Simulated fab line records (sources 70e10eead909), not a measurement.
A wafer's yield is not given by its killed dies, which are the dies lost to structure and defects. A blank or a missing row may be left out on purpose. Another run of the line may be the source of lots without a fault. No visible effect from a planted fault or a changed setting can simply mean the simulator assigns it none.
Chamber matching | flow nand-harc | NHARC_A_STAIRCASE_CMP_450 on cmp-02 has 4 sister chambers
The step polishes SiO2, target thk 200 nm. 8 wafers are shown with their chamber, then 7 later ones without.

## WAFERS, EACH WITH ITS CHAMBER
wafer  | chamber | motor-current-A (A)
L075.5 | 3       | 10.8
L077.3 | 3       | 11.1
L077.6 | 2       | 10.8
L079.1 | 0       | 12.6
L079.2 | 1       | 11.7
L079.4 | 2       | 11.7
L089.1 | 1       | 11.5
L089.2 | 0       | 12.8

## WAFERS MISSING THEIR CHAMBER
wafer  | motor-current-A (A)
L089.3 | 10.6
L090.1 | 10.9
L090.5 | 11.1
L090.6 | 11.9
L091.3 | 11.3
L091.4 | 11.0
L091.6 | 12.0

## THE CHAMBER EACH PASSED THROUGH
wafer  | from the rows above               | in truth
L089.3 | can't be placed: 3 or 2 or 1      | 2
L090.1 | can't be placed: 3 or 2 or 1      | 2
L090.5 | can't be placed: 2 or 3 or 1      | 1
L090.6 | can't be placed: 1 or 2 or 0 or 3 | 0
L091.3 | can't be placed: 2 or 1 or 3      | 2
L091.4 | can't be placed: 3 or 2 or 1      | 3
L091.6 | can't be placed: 1 or 0 or 2 or 3 | 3
0 of 7 placed correctly. Unplaceable from these rows: 7, with the true chamber sitting among the candidates in 7. Wrongly placed: 0.
How it was worked out, from the rows above alone: a wafer's distance from a chamber is the root of the sum, over the readings, of the square of ((its reading less the chamber's mean) divided by the reading's scatter). If the next closest chamber is less than 2 further off than the closest, the wafer can't be placed; otherwise it belongs to the closest. A chamber's mean is the mean of its shown wafers. How the scatter is found: for the shown wafers, subtract from each reading the mean of its chamber, square and add these, divide the total by (wafers less chambers), then take the root.
